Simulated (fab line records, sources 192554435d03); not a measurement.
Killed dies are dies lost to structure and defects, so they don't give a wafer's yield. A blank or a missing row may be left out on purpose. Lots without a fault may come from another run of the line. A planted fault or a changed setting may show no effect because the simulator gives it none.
Problem report in the 8D (eight disciplines) form, filled by code | flow n5_finfet | the parts of the form that need people (team, actions taken, sign-off) are left out

1. THE PROBLEM
killed_at_M4_up at N5_PASSIVATION_PROBE_49 reads a mean of 116 on 9 wafers of 3 lots; wafers without a fault read 15 with a standard deviation of 5.6. That is +18 standard deviations from the usual mean.
First seen on wafer L389.3, day 17 03:38, on prober-01. The record holds 12 wafers of 4 lots with a number at this step. Rule for "out", or "out of limits": more than 4 standard deviations from the usual mean. The other wafers with a number count as sound.

2. WHAT IT IS AND WHAT IT IS NOT
question                    | is                     | is not
which readings at this step | killed_at_M4_up        | killed_at_M0_to_M3, killed_at_contacts, killed_at_other, killed_open, killed_short, sort_bin_6_memory
which lots                  | L389, L392, L393       | L398
which wafers of those lots  | all that have a number | -
read on which tools         | prober-01, prober-02   | -
when                        | from day 17 03:38      | up to then (0 sound wafers); but 3 sound wafers of L398 came after

3. SUSPECTS, AND WHAT RULES EACH OUT
Counting: a tool at a process step up to the reading stays a suspect if it ran every lot that is out and no sound lot after the first of them.
- pvd_sputter-03 at N5_BEOL_M4_SPUTTER_90 (material Cu, target thk 4.5 nm, time 8.29 s): kept. It ran every lot that is out, first L389 (day 12 09:20), and no sound lot after that.
- rie_diel-04 at N5_PASSIVATION_DESCUM_32 (chemistry O2, time 7.9 s): kept. It ran every lot that is out, first L389 (day 16 21:53), and no sound lot after that.
Left after counting: pvd_sputter-03 at N5_BEOL_M4_SPUTTER_90, rie_diel-04 at N5_PASSIVATION_DESCUM_32.

4. THE CAUSE (what the simulator had put in)
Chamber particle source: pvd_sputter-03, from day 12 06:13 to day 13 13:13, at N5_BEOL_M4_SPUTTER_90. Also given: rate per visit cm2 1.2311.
Counting left 2 suspects, and this tool is among them.

5. THE CHAIN OF EFFECTS, in route order
Each row: a reading whose mean over the struck wafers that have a number lies more than 3 standard deviations from the usual. Only readings for which the record gives a usual standard deviation are gone through. hours: the time from each lot's start at the first step in this table that gives one to its start at this step, as a median over the lots. sigmas: the change in usual standard deviations.
hours | step                    | reading              | usual  | on struck wafers | change | sigmas
0     | N5_PASSIVATION_PROBE_49 | defect_limited_yield | 90.8 % | 83.1             | -7.7   | -4.5
0     | N5_PASSIVATION_PROBE_49 | killed_at_M4_up      | 15     | 116              | +101   | +18
0     | N5_PASSIVATION_PROBE_49 | killed_dies          | 109    | 200              | +91    | +4.5
0     | N5_PASSIVATION_PROBE_49 | sort_bin_5_function  | 5.4 %  | 10.2             | +4.8   | +4.3
0     | N5_PASSIVATION_PROBE_49 | sort_n_pass          | 1071   | 980              | -91    | -4.5
0     | N5_PASSIVATION_PROBE_49 | sort_yield_pct       | 90.8 % | 83.1             | -7.7   | -4.5
The process steps in it:
- N5_PASSIVATION_PROBE_49

6. WHAT WOULD HAVE CAUGHT IT SOONER
In this record the first reading out of limits was taken at day 17 03:38, 117 hours after the fault began at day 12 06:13.
Of the tool readings at N5_BEOL_M4_SPUTTER_90 for which the record gives a usual standard deviation, none was out on any struck wafer, so an alarm limit of 4 standard deviations on them would not have fired.
All the lots that are out (3) had begun N5_BEOL_M4_SPUTTER_90 on pvd_sputter-03 by day 17 03:38. A hold on the tool at that time would have spared none of them.
